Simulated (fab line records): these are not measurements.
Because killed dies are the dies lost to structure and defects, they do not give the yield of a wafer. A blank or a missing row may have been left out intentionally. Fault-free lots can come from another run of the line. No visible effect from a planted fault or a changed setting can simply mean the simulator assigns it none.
Lot-split experiment | flow n5_finfet | 21 wafers read from 7 lots, route of 1938 steps

== ABOUT THE SPLIT ==
At N5_ZERO_LAYER_COAT_05 (resist thk 1000 nm), the setting spin_rpm was moved away from the recipe's 1500 rpm on 9 of the 21 wafers read, by -8.7% to +10.9%. All remaining wafers had this setting at the recipe value.

Reading taken at the split's own step.

== THE READING ==
coat_of_ZERO_LAYER_COAT_05.thk_nm (the simulator's own value, which no gauge read), in nm, at N5_ZERO_LAYER_COAT_05 (resist thk 1000 nm). There is no usual value for it anywhere in the file. The 12 wafers here that ran the recipe average 1001.4 nm, standard deviation 1.9 nm.

wafer  | tool, chamber at the split | spin_rpm as run, rpm | against the recipe | coat_of_ZERO_LAYER_COAT_05.thk_nm, nm | against lot-mates on the recipe
L077.2 | litho_track-01, 0          | 1370                 | -8.7%              | 1048                                  | +45.0
L077.4 | litho_track-01, 0          | 1370                 | -8.7%              | 1045                                  | +42.0
L077.5 | litho_track-01, 0          | 1500                 | recipe             | 1003                                  | -
L079.1 | litho_track-01, 0          | 1500                 | recipe             | 1005                                  | -
L079.5 | litho_track-01, 0          | 1641                 | +9.4%              | 955.8                                 | -49.2
L079.6 | litho_track-01, 0          | 1641                 | +9.4%              | 961.9                                 | -43.1
L082.1 | litho_track-02, 0          | 1500                 | recipe             | 1003                                  | -
L082.2 | litho_track-02, 0          | 1500                 | recipe             | 1003                                  | -
L082.5 | litho_track-02, 0          | 1500                 | recipe             | 997.3                                 | -
L085.1 | litho_track-05, 0          | 1500                 | recipe             | 1001                                  | -
L085.5 | litho_track-05, 0          | 1426                 | -4.9%              | 1024                                  | +23.0
L085.6 | litho_track-05, 0          | 1426                 | -4.9%              | 1026                                  | +25.0
L089.1 | litho_track-02, 0          | 1500                 | recipe             | 1002                                  | -
L089.2 | litho_track-02, 0          | 1500                 | recipe             | 1001                                  | -
L089.6 | litho_track-02, 0          | 1500                 | recipe             | 1001                                  | -
L093.4 | litho_track-05, 0          | 1500                 | recipe             | 999.1                                 | -
L093.5 | litho_track-05, 0          | 1602                 | +6.8%              | 972.4                                 | -27.6
L093.6 | litho_track-05, 0          | 1500                 | recipe             | 1001                                  | -
L095.1 | litho_track-05, 0          | 1664                 | +10.9%             | 949.5                                 | -51.5
L095.2 | litho_track-05, 0          | 1500                 | recipe             | 1001                                  | -
L095.4 | litho_track-05, 0          | 1664                 | +10.9%             | 950.2                                 | -50.8

FIT RESULTS
A straight line over all 21 wafers: coat_of_ZERO_LAYER_COAT_05.thk_nm changes by -4.77 nm for each +1% of spin_rpm; r = -1.00; the points scatter about the line by 2.4 nm.
The same after taking each lot's own level away (the mean of its wafers on the recipe; 21 wafers): -4.8 nm for each +1%; r = -1.00; scatter 2.1 nm.
Per that fit: largest spin_rpm move, reading shift of 53 nm.
From 1000.05 to 1005.00 nm: that is the span of the lots' own levels, equal to 2.6 times the standard deviation above.
The two slopes agree, so the slope changes little with the lot-to-lot level.
Check: -52.2 nm against its lot-mates is what the line predicts for one of the wafers moved furthest among these (+10.9%) when that wafer is left out of the fit. Against them it came out at -51.5 nm.

== THE WHOLE CHAIN: every reading that the file lists as answering this split, in the file's order ==
step                   | what it does       | reading                                                                            | change (the file's fit)              | r (the file's)
N5_ZERO_LAYER_COAT_05  | resist thk 1000 nm | coat_of_ZERO_LAYER_COAT_05.thk_nm (the simulator's own value, which no gauge read) | -4.76 nm for each +1% of the setting | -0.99
N5_ZERO_LAYER_STRIP_24 | strips in O2       | strip_time_to_endpoint_s                                                           | withheld for each +1% of the setting | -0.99

== FILE'S OWN FIT ==
coat_of_ZERO_LAYER_COAT_05.thk_nm changes by -4.76 nm for each +1% of spin_rpm, r = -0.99.
